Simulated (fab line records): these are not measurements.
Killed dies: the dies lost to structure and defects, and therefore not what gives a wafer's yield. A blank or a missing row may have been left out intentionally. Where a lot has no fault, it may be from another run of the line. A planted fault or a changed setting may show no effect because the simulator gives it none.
fab line records    flow nand_harc
record lots=12  wafers=35  last_day=24
route steps=1159 shown A_M0@1017 THIN_TSV@1107 END@1159
lots with no fault: from the same line, run without faults
start_h: start of the lot's first displayed wafer, in hours after the record's first day    wait_h: hours elapsed since this lot's preceding step    " identical to the entry in the row above    L1.1+2: several wafers, shown together as one row    - either no value or no given start    * or withheld: withheld    < > ~ a bound
route shown NAME@n: NAME is a module with steps in the file, n the number in the route of the first one    usual: mean and standard deviation over wafers with no fault    same: alike in all rows    chamber/n: place in a boat    sites: per-site readings    _std_site: standard deviation of those values    _edge_site: inner sites' mean taken away from outer sites' mean    radius_mm: for every site, how far away it sits from the centre of the wafer    mask NAME#n: copy n    behind: the most recent tool/chamber to have shaped the wafer    hold: reason for holding the lot/hours on hold/outcome of the hold    device: transistor that didn't switch, given as n, p or np    end of line: tests run on the same wafers once the route is complete    step lacking rows: just its recipe    killed: at the first sort, the dies lost to defects and structure; wafer yield is something else    map: dies across one wafer; x = killed, . = not, _ = none there
set.NAME: setting as actually run; set.NAME@STEP: the setting as run at that earlier step    model.NAME: the simulator's own value behind a step, which no gauge read
steps of the route over a sample of lots; a table a step, a row a wafer
services: the hour from which a tool's chamber was out of use, counted from the record's first day as start_h (under 0 if before that day), plus the number of hours and why
## steps
# step NHARC_A_M0_ECD_22
# recipe target_thk_a=4000  bath_temp_c=25  material=Cu
# usual bath_heat_duty_pct=6.1/0.59
lot.wafer  tool       chamber  start_h  wait_h  bath_heat_duty_pct
L821.1     ecd_cu-02  0        402.82   -       6.3
L821.4     "          0        "        "       5.9
L821.5     "          0        "        "       5.6
L822.1     ecd_cu-02  0        403.61   -       5.9
L822.3     "          0        "        "       5.3
L822.6     "          1        "        "       6.1
L823.2     ecd_cu-02  0        411.24   -       6.5
L823.4     "          1        "        "       5.6
L823.6     "          1        "        "       6.3
L824.2     ecd_cu-01  1        411.41   -       6.0
L824.4     "          0        "        "       6.2
L824.5     "          1        "        "       7.0
L825.1     ecd_cu-01  0        411.80   -       7.1
L825.3     "          1        "        "       6.6
L825.4     "          0        "        "       5.8
L827.2     ecd_cu-02  0        427.74   -       6.1
L827.6     "          0        "        "       5.3
L827.5     "          1        "        "       6.4
L826.2     ecd_cu-02  1        428.94   -       6.7
L826.3     "          0        "        "       5.9
L826.6     "          0        "        "       5.7
L828.1     ecd_cu-01  1        441.08   -       6.4
L828.4     "          1        "        "       7.5
L828.6     "          0        "        "       6.0
L830.2     ecd_cu-02  1        462.44   -       5.7
L830.3     "          1        "        "       6.0
L834.3     ecd_cu-01  0        474.00   -       5.5
L834.4     "          1        "        "       7.6
L834.5     "          0        "        "       6.4
L835.1     ecd_cu-01  1        475.27   -       7.5
L835.3     "          0        "        "       6.3
L835.6     "          0        "        "       5.8
L842.2     ecd_cu-01  1        529.79   -       6.7
L842.1     "          0        "        "       6.4
L842.3     "          0        "        "       6.5
# step NHARC_THIN_TSV_DEP_43
# recipe target_thk_a=13285  temp_c=withheld  pressure_torr=6.5  rf_w=900  teos_flow_sccm=161.4  flow_sccm=2650  target_thk_nm=1328.5  gas=O2  material=SiO2
# usual chamber_pressure_Torr=6.499/0.013  rf_fwd_power_W=898.0/2.7  throttle_valve_pct=16.2/0.62
lot.wafer  tool      chamber  start_h  wait_h  chamber_pressure_Torr  rf_fwd_power_W  throttle_valve_pct
L822.3     pecvd-02  1        426.16   -       6.526                  894.2           15.6
L822.1     "         0        "        "       6.484                  895.8           15.7
L822.6     "         2        "        "       6.512                  900.1           15.4
L821.1     pecvd-03  0        427.40   -       6.490                  897.3           16.1
L821.5     "         2        "        "       6.463                  897.6           15.9
L821.4     "         1        "        "       6.501                  899.2           16.6
L823.2     pecvd-03  1        437.06   -       6.488                  897.5           16.5
L823.4     "         1        "        "       6.524                  897.6           16.4
L823.6     "         0        "        "       6.509                  898.4           16.4
L824.2     pecvd-02  2        438.30   -       6.507                  897.6           15.2
L824.4     "         2        "        "       6.494                  902.0           15.4
L824.5     "         0        "        "       6.500                  897.1           15.3
L825.1     pecvd-03  1        439.44   -       6.516                  898.4           16.6
L825.3     "         2        "        "       6.504                  896.4           16.3
L825.4     "         1        "        "       6.496                  893.4           16.5
L827.2     pecvd-03  0        452.39   -       6.511                  897.3           16.3
L827.6     "         0        "        "       6.498                  896.3           16.3
L827.5     "         1        "        "       6.510                  892.7           16.6
L826.3     pecvd-03  1        453.72   -       6.508                  895.6           16.7
L826.2     "         2        "        "       6.511                  894.5           16.6
L826.6     "         0        "        "       6.486                  897.2           16.3
L828.1     pecvd-03  2        466.95   -       6.500                  896.9           16.1
L828.6     "         1        "        "       6.492                  903.3           16.2
L828.4     "         2        "        "       6.514                  897.3           16.2
L830.2     pecvd-01  0        485.46   -       6.514                  902.0           17.2
L830.3     "         1        "        "       6.476                  900.3           15.7
L834.3     pecvd-02  1        497.83   -       6.481                  892.9           15.6
L834.4     "         1        "        "       6.487                  896.4           15.6
L834.5     "         2        "        "       6.528                  899.4           15.7
L835.3     pecvd-01  1        499.03   -       6.513                  898.8           15.4
L835.1     "         0        "        "       6.491                  900.0           17.4
L835.6     "         2        "        "       6.501                  899.6           16.0
L842.1     pecvd-01  2        559.82   -       6.499                  901.2           16.2
L842.2     "         0        "        "       6.488                  904.1           17.2
L842.3     "         1        "        "       6.477                  896.2           15.5
# step NHARC_THIN_TSV_DESCUM_14
# recipe time_s=3  o2_flow_sccm=200  ar_flow_sccm=0  bias_power_w=0  chemistry=O2
# usual drypump_motor_current_A=5.6/0.38  oes_product_au=1.002/0.011  rf_vpp_V=57.7/0.89  showerhead_plenum_p_Torr=1.92/0.087  throttle_valve_pct=11.309/0.0096
lot.wafer  tool         chamber  start_h  wait_h  drypump_motor_current_A  oes_product_au  rf_hours_counter_h  rf_vpp_V  showerhead_plenum_p_Torr  throttle_valve_pct
L822.3     rie_diel-13  2        427.15   -       6.0                      0.990           10                  59.5      2.04                      11.296
L822.1     "            3        "        "       5.8                      1.000           10                  57.0      2.05                      11.314
L822.6     "            2        "        "       6.0                      0.997           -                   58.3      2.04                      11.322
L821.1     rie_diel-12  3        432.35   -       5.7                      0.981           4                   58.7      2.04                      11.320
L821.4     "            0        "        "       6.3                      1.010           5                   57.0      1.85                      11.324
L821.5     "            2        "        "       5.7                      0.998           -                   59.2      1.93                      11.305
L823.2     rie_diel-13  0        437.93   -       5.6                      1.002           9                   56.7      1.79                      11.322
L823.4     "            2        "        "       5.9                      0.986           11                  57.7      2.04                      11.302
L823.6     "            0        "        "       5.6                      1.007           -                   57.5      1.79                      11.310
L824.2     rie_diel-12  2        439.25   -       5.8                      0.996           6                   57.4      1.93                      11.306
L824.4     "            3        "        "       5.7                      0.999           5                   57.3      2.04                      11.326
L824.5     "            3        "        "       5.7                      1.002           -                   60.0      2.04                      11.319
L825.3     rie_diel-12  2        440.45   -       5.8                      0.992           6                   58.4      1.93                      11.313
L825.4     "            3        "        "       5.7                      0.997           6                   58.9      2.04                      11.313
L825.1     "            1        "        "       4.8                      1.008           7                   56.8      1.83                      11.321
L827.2     rie_diel-12  3        453.40   -       5.7                      0.993           6                   56.7      2.04                      11.320
L827.5     "            1        "        "       4.8                      1.009           -                   57.6      1.83                      11.281
L827.6     "            2        "        "       5.7                      1.000           -                   57.9      1.93                      11.300
L826.3     rie_diel-12  2        454.71   -       5.7                      1.000           8                   57.8      1.93                      11.306
L826.2     "            1        "        "       4.8                      1.009           9                   58.0      1.83                      11.317
L826.6     "            2        "        "       5.7                      1.002           -                   58.8      1.93                      11.315
L828.1     rie_diel-13  0        467.77   -       5.6                      1.015           0                   56.6      1.78                      11.311
L828.4     "            1        "        "       5.5                      1.003           1                   56.4      1.83                      11.310
L828.6     "            1        "        "       5.5                      1.009           -                   56.7      1.83                      11.309
L830.3     rie_diel-04  2        486.48   -       5.3                      1.010           1                   58.6      1.90                      11.314
L830.2     "            3        "        "       5.4                      1.033           0                   57.9      1.91                      11.309
L834.3     rie_diel-12  1        498.83   -       4.8                      0.997           14                  57.3      1.83                      11.304
L834.4     "            3        "        "       5.7                      1.000           12                  58.1      2.04                      11.287
L834.5     "            1        "        "       4.8                      0.996           -                   57.4      1.83                      11.297
L835.3     rie_diel-13  0        499.90   -       5.6                      1.010           2                   58.0      1.78                      11.302
L835.1     "            3        "        "       5.8                      1.018           2                   57.4      2.05                      11.305
L835.6     "            1        "        "       5.5                      1.014           -                   56.9      1.83                      11.303
L842.1     rie_diel-04  3        560.81   -       5.4                      1.007           5                   57.6      1.91                      11.305
L842.2     "            0        "        "       5.7                      0.976           5                   57.9      1.92                      11.318
L842.3     "            1        "        "       5.9                      0.992           5                   59.2      2.00                      11.332
# step NHARC_THIN_TSV_PRE_CLEAN_54
# recipe time_s=30  temp_c=280  gas=H2/He
# usual heater_power_w=410/37
lot.wafer  tool            chamber  start_h  wait_h  heater_power_w
L822.3     pvd_sputter-02  -        431.83   0.0     407
L822.1     "               -        "        "       416
L822.6     "               -        "        "       419
L821.4     pvd_sputter-02  -        437.04   0.1     417
L821.1     "               -        "        "       416
L821.5     "               -        "        "       414
L823.4     pvd_sputter-01  -        442.63   0.0     470
L823.2     "               -        "        "       347
L823.6     "               -        "        "       358
L824.4     pvd_sputter-02  -        443.94   0.1     411
L824.2     "               -        "        "       384
L824.5     "               -        "        "       395
L825.3     pvd_sputter-03  -        445.16   0.1     477
L825.4     "               -        "        "       385
L825.1     "               -        "        "       410
L827.2     pvd_sputter-03  -        459.77   0.0     383
L827.6     "               -        "        "       390
L827.5     "               -        "        "       403
L826.2     pvd_sputter-03  -        461.22   0.1     388
L826.3     "               -        "        "       403
L826.6     "               -        "        "       411
L828.4     pvd_sputter-01  -        472.63   0.1     478
L828.1     "               -        "        "       358
L828.6     "               -        "        "       460
L830.2     pvd_sputter-03  -        491.15   0.1     365
L830.3     "               -        "        "       402
L834.4     pvd_sputter-01  -        503.91   0.1     481
L834.3     "               -        "        "       353
L834.5     "               -        "        "       467
L835.1     pvd_sputter-02  -        504.57   0.1     417
L835.3     "               -        "        "       377
L835.6     "               -        "        "       420
L842.3     pvd_sputter-01  -        565.48   0.1     485
L842.1     "               -        "        "       357
L842.2     "               -        "        "       390
# step NHARC_END_SORT_01
# recipe temp_c=25
# usual defect_limited_yield=95.6/1.4  killed_at_array=26/9  killed_at_other=0.8/1.2  killed_at_periphery=3.2/2.3  killed_dies=30/9.1  killed_open=3.5/2  killed_short=1.8/1.4  sort_bin_2_pct=1.4/0.59  sort_bin_3_pct=0.25/0.22  sort_bin_4_pct=2.8/0.91  sort_n_pass=647/9.1  sort_rim_yield_pct=95.4/3  sort_yield_pct=95.6/1.4
# same gross_dies=677  sort_bin_5_pct[%]=0  sort_bin_6_pct[%]=0  sort_bin_7_pct[%]=0  sort_bin_8_pct[%]=0  sort_rim_n_gross=106.00
lot.wafer  tool       chamber  start_h  wait_h  defect_limited_yield[%]  killed_at_array  killed_at_other  killed_at_periphery  killed_dies  killed_open  killed_short  sort_bin_2_pct[%]  sort_bin_3_pct[%]  sort_bin_4_pct[%]  sort_n_pass  sort_rim_yield_pct[%]  sort_yield_pct[%]
L822.1     prober-02  0        444.58   2.5     94.8                     28               2                5                    35           5            2             1.5                0                  3.7                642          100.0                  94.8
L822.3     prober-02  0        446.18   3.1     95.3                     27               1                4                    32           1            2             0.9                0.15               3.7                645          97.2                   95.3
L822.6     prober-02  0        448.59   4.0     95.4                     25               0                6                    31           1            2             1.5                0                  3.1                646          97.2                   95.4
L824.2     prober-01  0        455.42   2.8     95.7                     25               1                3                    29           3            2             1.2                0.15               3.0                648          97.2                   95.7
L824.4     prober-01  0        457.03   3.4     96.6                     20               0                3                    23           6            3             1.2                0.15               2.1                654          98.1                   96.6
L824.5     prober-01  0        457.84   3.7     97.2                     17               0                2                    19           1            1             0.4                0                  2.4                658          100.0                  97.2
L825.1     prober-02  0        462.34   2.5     95.6                     27               1                2                    30           7            1             1.0                0                  3.4                647          97.2                   95.6
L825.3     prober-02  0        463.93   3.1     97.2                     19               0                0                    19           5            4             0.9                0.30               1.6                658          96.2                   97.2
L825.4     prober-02  0        464.72   3.4     96.3                     20               0                5                    25           11           2             1.3                0.30               2.1                652          97.2                   96.3
L826.2     prober-01  0        471.37   2.8     96.8                     18               3                1                    22           1            1             0.6                0.44               2.2                655          97.2                   96.8
L826.3     prober-01  0        472.17   3.1     96.2                     18               4                4                    26           4            3             1.2                0.30               2.4                651          94.3                   96.2
L826.6     prober-01  0        474.57   4.0     96.6                     17               5                1                    23           2            1             0.9                0.44               2.1                654          98.1                   96.6
L827.2     prober-02  0        471.37   2.8     97.8                     13               0                2                    15           3            1             0.3                0.44               1.5                662          96.2                   97.8
L827.5     prober-02  0        473.81   3.7     95.0                     29               1                4                    34           3            6             1.3                0.15               3.5                643          92.5                   95.0
L827.6     prober-02  0        474.62   4.1     96.3                     19               0                6                    25           3            0             0.9                0.59               2.2                652          93.4                   96.3
L828.1     prober-01  0        481.35   2.5     94.7                     27               2                7                    36           5            4             2.1                0.30               3.0                641          98.1                   94.7
L828.4     prober-01  0        483.75   3.4     93.5                     34               5                5                    44           2            3             2.8                0.15               3.5                633          97.2                   93.5
L828.6     prober-01  0        485.35   4.0     96.5                     19               2                3                    24           3            0             1.2                0.30               2.1                653          99.1                   96.5
L830.2     prober-01  0        502.57   2.8     51.3                     328              0                2                    330          2            1             15.7               3.10               30.0               347          53.8                   51.3
L830.3     prober-01  0        503.37   3.1     48.9                     344              0                2                    346          1            1             16.8               2.51               31.8               331          40.6                   48.9
L834.3     prober-01  0        515.66   3.1     94.7                     35               0                1                    36           3            1             2.1                0                  3.2                641          96.2                   94.7
L834.4     prober-01  0        516.46   3.4     93.5                     43               0                1                    44           2            2             2.1                0.15               4.3                633          91.5                   93.5
L834.5     prober-01  0        517.26   3.7     94.1                     40               0                0                    40           2            1             1.8                0.59               3.5                637          93.4                   94.1
# killed by level:class
L822.1 A_CHANNEL_HOLE_D1:chamber_film_flake=9 A_STAIRCASE:chamber_film_flake=6 A_SLIT:chamber_film_flake=4 P_STI:chamber_film_flake=3 A_CONTACT:chamber_film_flake=3 THIN_TSV:chamber_film_flake=2 P_GATE:geometric_particle:open=1 A_CHANNEL_HOLE_D1:geometric_particle:short=1
L822.3 A_CHANNEL_HOLE_D1:chamber_film_flake=10 A_STAIRCASE:chamber_film_flake=8 A_SLIT:chamber_film_flake=4 P_STI:chamber_film_flake=2 A_CONTACT:chamber_film_flake=2 P_CONTACT:geometric_particle:open=1 P_CONTACT:geometric_particle:short=1 A_CHANNEL_FILL_D1:geometric_particle:short=1
L822.6 A_STAIRCASE:chamber_film_flake=7 A_CHANNEL_HOLE_D1:chamber_film_flake=6 A_SLIT:chamber_film_flake=6 P_STI:chamber_film_flake=4 A_CONTACT:chamber_film_flake=2 P_GATE:geometric_particle:short=1 A_BLC:geometric_particle:open=1 A_M0:geometric_particle:short=1
L824.2 A_CHANNEL_HOLE_D1:chamber_film_flake=13 A_WL_FILL:chamber_film_flake=4 A_STAIRCASE:chamber_film_flake=3 P_M1:geometric_particle:open=1 A_CHANNEL_FILL_D1:geometric_particle:short=1 A_WL_FILL:geometric_particle:short=1 A_CONTACT:geometric_particle:open=1 A_BLC:geometric_particle:open=1
L824.4 A_CHANNEL_HOLE_D1:chamber_film_flake=7 A_CONTACT:geometric_particle:open=4 A_WL_FILL:chamber_film_flake=3 A_STAIRCASE:chamber_film_flake=2 P_CONTACT:geometric_particle:open=1 P_CONTACT:geometric_particle:short=1 P_M0:geometric_particle:short=1 A_WL_FILL:geometric_particle:short=1
L824.5 A_CHANNEL_HOLE_D1:chamber_film_flake=10 A_WL_FILL:geometric_particle:short=1 A_M1:geometric_particle:open=1 P_STI:chamber_film_flake=1 P_GATE:chamber_film_flake=1 A_STAIRCASE:chamber_film_flake=1 A_SGD_CUT:chamber_film_flake=1 A_SLIT:chamber_film_flake=1
L825.1 A_STAIRCASE:chamber_film_flake=12 A_M0:geometric_particle:open=4 A_SLIT:chamber_film_flake=4 A_CHANNEL_HOLE_D1:chamber_film_flake=2 A_CONTACT:chamber_film_flake=2 P_CONTACT:geometric_particle:open=1 P_M0:geometric_particle:open=1 A_ONON_D1:geometric_particle:open=1
L825.3 A_SLIT:chamber_film_flake=6 A_CHANNEL_HOLE_D1:geometric_particle:short=2 A_CHANNEL_FILL_D1:geometric_particle:short=2 A_CHANNEL_FILL_D1:geometric_particle:open=2 A_CHANNEL_HOLE_D1:chamber_film_flake=2 A_ONON_D1:geometric_particle:open=1 A_CONTACT:geometric_particle:open=1 A_M1:geometric_particle:open=1
L825.4 A_STAIRCASE:chamber_film_flake=5 A_SLIT:chamber_film_flake=4 P_CONTACT:geometric_particle:open=3 A_CHANNEL_HOLE_D1:geometric_particle:open=2 A_CONTACT:geometric_particle:open=2 A_CHANNEL_HOLE_D1:chamber_film_flake=2 P_CONTACT:geometric_particle:short=1 P_M0:geometric_particle:open=1
L826.2 A_CHANNEL_HOLE_D1:chamber_film_flake=13 THIN_TSV:chamber_film_flake=3 A_CONTACT:chamber_film_flake=2 P_CONTACT:geometric_particle:short=1 A_STAIRCASE:geometric_particle:open=1 A_STAIRCASE:chamber_film_flake=1 A_WL_FILL:chamber_film_flake=1
L827.2 A_SLIT:chamber_film_flake=5 A_CONTACT:chamber_film_flake=3 A_CHANNEL_FILL_D1:geometric_particle:open=2 P_M1:geometric_particle:open=1 A_CHANNEL_FILL_D1:geometric_particle:short=1 P_CONTACT:chamber_film_flake=1 A_ZERO_WELL:chamber_film_flake=1 A_CHANNEL_HOLE_D1:chamber_film_flake=1
L826.3 A_CHANNEL_HOLE_D1:chamber_film_flake=8 THIN_TSV:chamber_film_flake=4 A_CHANNEL_FILL_D1:chamber_film_flake=3 A_CONTACT:chamber_film_flake=3 P_STI:geometric_particle:short=1 P_GATE:geometric_particle:short=1 P_CONTACT:geometric_particle:open=1 P_M0:geometric_particle:open=1
L827.5 A_SLIT:chamber_film_flake=8 A_CONTACT:chamber_film_flake=7 P_CONTACT:chamber_film_flake=4 A_CHANNEL_HOLE_D1:chamber_film_flake=3 A_CHANNEL_HOLE_D1:geometric_particle:short=2 A_WL_FILL:geometric_particle:short=2 A_M0:geometric_particle:short=2 A_M0:geometric_particle:open=2
L826.6 A_CHANNEL_HOLE_D1:chamber_film_flake=11 THIN_TSV:chamber_film_flake=4 A_CONTACT:chamber_film_flake=3 P_M1:geometric_particle:open=1 A_CHANNEL_FILL_D1:geometric_particle:short=1 STARTING-WAFER:geometric_particle:open=1 A_CHANNEL_FILL_D1:chamber_film_flake=1 A_WL_FILL:chamber_film_flake=1
L827.6 A_SLIT:chamber_film_flake=12 P_CONTACT:geometric_particle:open=2 P_GATE:chamber_film_flake=2 P_CONTACT:chamber_film_flake=2 A_CHANNEL_HOLE_D1:chamber_film_flake=2 A_STAIRCASE:chamber_film_flake=2 A_M0:geometric_particle:open=1 A_WL_FILL:chamber_film_flake=1
L828.1 A_CHANNEL_HOLE_D1:chamber_film_flake=16 A_STAIRCASE:chamber_film_flake=4 A_CONTACT:chamber_film_flake=3 P_M0:geometric_particle:open=2 THIN_TSV:chamber_film_flake=2 P_GATE:geometric_particle:short=1 P_GATE:geometric_particle:open=1 P_CONTACT:geometric_particle:short=1
L828.4 A_CHANNEL_HOLE_D1:chamber_film_flake=23 THIN_TSV:chamber_film_flake=5 A_WL_FILL:geometric_particle:short=3 A_STAIRCASE:chamber_film_flake=3 A_CONTACT:chamber_film_flake=3 P_ZERO_WELL:chamber_film_flake=2 A_CHANNEL_FILL_D1:chamber_film_flake=2 P_M0:geometric_particle:open=1
L828.6 A_CHANNEL_HOLE_D1:chamber_film_flake=11 A_STAIRCASE:chamber_film_flake=3 A_CONTACT:chamber_film_flake=3 THIN_TSV:chamber_film_flake=2 P_GATE:geometric_particle:open=1 P_CONTACT:geometric_particle:open=1 A_M0:geometric_particle:open=1 P_ZERO_WELL:chamber_film_flake=1
L830.2 A_M0:unspecified=311 A_CHANNEL_HOLE_D1:chamber_film_flake=13 A_CONTACT:chamber_film_flake=2 P_M0:geometric_particle:open=1 A_CHANNEL_FILL_D1:geometric_particle:open=1 A_SGD_CUT:geometric_particle:short=1 P_GATE:chamber_film_flake=1
L830.3 A_M0:unspecified=329 A_CHANNEL_HOLE_D1:chamber_film_flake=12 P_GATE:geometric_particle:open=1 A_CHANNEL_FILL_D1:geometric_particle:short=1 P_ZERO_WELL:chamber_film_flake=1 A_CHANNEL_FILL_D1:chamber_film_flake=1 A_CONTACT:chamber_film_flake=1
L834.3 A_CHANNEL_HOLE_D1:chamber_film_flake=13 A_SLIT:chamber_film_flake=12 A_CONTACT:chamber_film_flake=5 P_CONTACT:geometric_particle:open=1 A_ONON_D1:geometric_particle:short=1 A_ONON_D1:geometric_particle:open=1 A_CONTACT:geometric_particle:open=1 A_CHANNEL_FILL_D1:chamber_film_flake=1
L834.4 A_CHANNEL_HOLE_D1:chamber_film_flake=18 A_SLIT:chamber_film_flake=14 A_CONTACT:chamber_film_flake=5 P_CONTACT:geometric_particle:open=1 A_CHANNEL_FILL_D1:geometric_particle:short=1 A_CONTACT:geometric_particle:short=1 A_BLC:geometric_particle:open=1 A_CHANNEL_FILL_D1:chamber_film_flake=1
L834.5 A_CHANNEL_HOLE_D1:chamber_film_flake=15 A_SLIT:chamber_film_flake=13 A_CONTACT:chamber_film_flake=4 A_CHANNEL_FILL_D1:chamber_film_flake=3 A_STAIRCASE:chamber_film_flake=2 A_ONON_D1:geometric_particle:short=1 A_CONTACT:geometric_particle:open=1 A_M0:geometric_particle:open=1
## services
tool            chamber  start_h  hours  kind
rie_diel-12     -        379.51   9.0    pm
pvd_sputter-02  -        392.00   10.0   pm
pvd_sputter-01  -        401.27   3.5    repair
ecd_cu-01       -        403.16   0.6    repair
rie_diel-13     0        409.66   5.0    repair
rie_diel-13     -        413.14   0.2    repair
ecd_cu-02       -        421.82   1.2    repair
pvd_sputter-03  -        425.63   1.6    repair
pvd_sputter-01  -        435.59   5.0    repair
ecd_cu-01       -        448.00   8.0    pm
rie_diel-12     2        448.39   1.4    repair
rie_diel-13     -        453.00   9.0    pm
pvd_sputter-03  -        463.02   10.0   pm
rie_diel-12     0        463.77   9.3    repair
pecvd-03        -        473.26   13.0   pm
rie_diel-12     1        479.88   7.5    repair
rie_diel-13     0        513.87   6.6    repair
rie_diel-12     1        513.88   12.5   repair
rie_diel-12     2        514.12   6.3    repair
pvd_sputter-01  -        516.94   10.0   pm
ecd_cu-02       -        525.18   1.8    repair
ecd_cu-02       -        532.00   8.0    pm
pvd_sputter-03  -        532.74   2.1    repair
rie_diel-12     -        556.51   9.0    pm
## key
first_sign step=NHARC_END_SORT_01  reading=killed_at_array  direction=up  sigmas=34  usual=26  struck=336
effect step=NHARC_END_SORT_01  reading=defect_limited_yield  direction=down  sigmas=34  usual=95.6  struck=50.1
more_kills_born_at NHARC_A_M0_ECD_22@ecd_cu-02=640
met_at NHARC_A_M0_ECD_22
struck_lots L830
not_acting_at NHARC_THIN_TSV_DEP_43,NHARC_THIN_TSV_DESCUM_14,NHARC_THIN_TSV_PRE_CLEAN_54
onset_between 428.94 462.44
fault kind=chamber_particle_source  tool=ecd_cu-02  chamber=-  onset_h=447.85  steps=NHARC_A_M0_ECD_22  rate_per_visit_cm2=0.70414
